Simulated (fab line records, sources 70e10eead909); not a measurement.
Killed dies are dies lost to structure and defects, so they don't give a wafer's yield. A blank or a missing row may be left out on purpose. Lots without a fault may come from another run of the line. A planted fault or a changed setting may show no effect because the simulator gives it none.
Which tool did it? | flow nand_harc | 6 lots, 18 wafers sampled, at 5 steps of a route of 1302

WHAT THE GAUGES READ, wafer by wafer
NHARC_END_SORT_01.
lot | measured | on | killed_at_array

WHICH TOOL RAN EACH LOT (tool, then ch and the chambers of the sampled wafers, then the start)
lot  | NHARC_A_STAIRCASE_DEP_325       | NHARC_THIN_TSV_STRIP_62              | NHARC_THIN_TSV_PRE_CLEAN_50 | NHARC_THIN_TSV_PVD_51
L385 | pecvd-04 ch 1,2, day 18 20:34   | plasma_asher-02 ch 0,1, day 24 18:40 | pvd_sputter-02, no start    | pvd_sputter-02, no start
L388 | pecvd-04 ch 0,1, day 19 16:52   | plasma_asher-01 ch 0, day 24 19:54   | pvd_sputter-03, no start    | pvd_sputter-03, no start
L390 | pecvd-03 ch 0,1,2, day 20 07:55 | plasma_asher-01 ch 0,1, day 25 15:08 | pvd_sputter-02, no start    | pvd_sputter-02, no start
L394 | pecvd-04 ch 0,1, day 22 13:27   | plasma_asher-01 ch 0,1, day 28 05:46 | pvd_sputter-02, no start    | pvd_sputter-02, no start
L395 | pecvd-03 ch 1,2, day 22 14:02   | plasma_asher-02 ch 0,1, day 28 13:08 | pvd_sputter-02, no start    | pvd_sputter-02, no start
L408 | pecvd-04 ch 1,2, day 28 09:45   | plasma_asher-02 ch 0,1, day 34 00:02 | pvd_sputter-03, no start    | pvd_sputter-03, no start
- NHARC_A_STAIRCASE_DEP_325: deposits SiO2, target thk 7200 nm.
- NHARC_THIN_TSV_STRIP_62: strips in N2/H2, time 20 s.
- NHARC_THIN_TSV_PRE_CLEAN_50: time 30 s.
- NHARC_THIN_TSV_PVD_51: deposits Cu, target thk 100 nm.

THE ANSWER, worked out from the rows above alone
Rule: what is usual is taken from the lots themselves. Put in order of their means at a reading, lots are off if they are a third of the lots or fewer, leave a main group of 4 or more, and stand apart from it by a gap of 3 or more times the standard deviation of the main group's means; of several such gaps the widest counts. A main group whose means are all the same, to the digits that the tables above print for the reading, isn't used. A lot without any number at a reading at which 4 lots or more have one is off too. The other lots that the step has rows for count as sound.
No lot is off at any reading shown: from this, nothing can be told.

WHAT THE SIMULATOR HAD PUT IN
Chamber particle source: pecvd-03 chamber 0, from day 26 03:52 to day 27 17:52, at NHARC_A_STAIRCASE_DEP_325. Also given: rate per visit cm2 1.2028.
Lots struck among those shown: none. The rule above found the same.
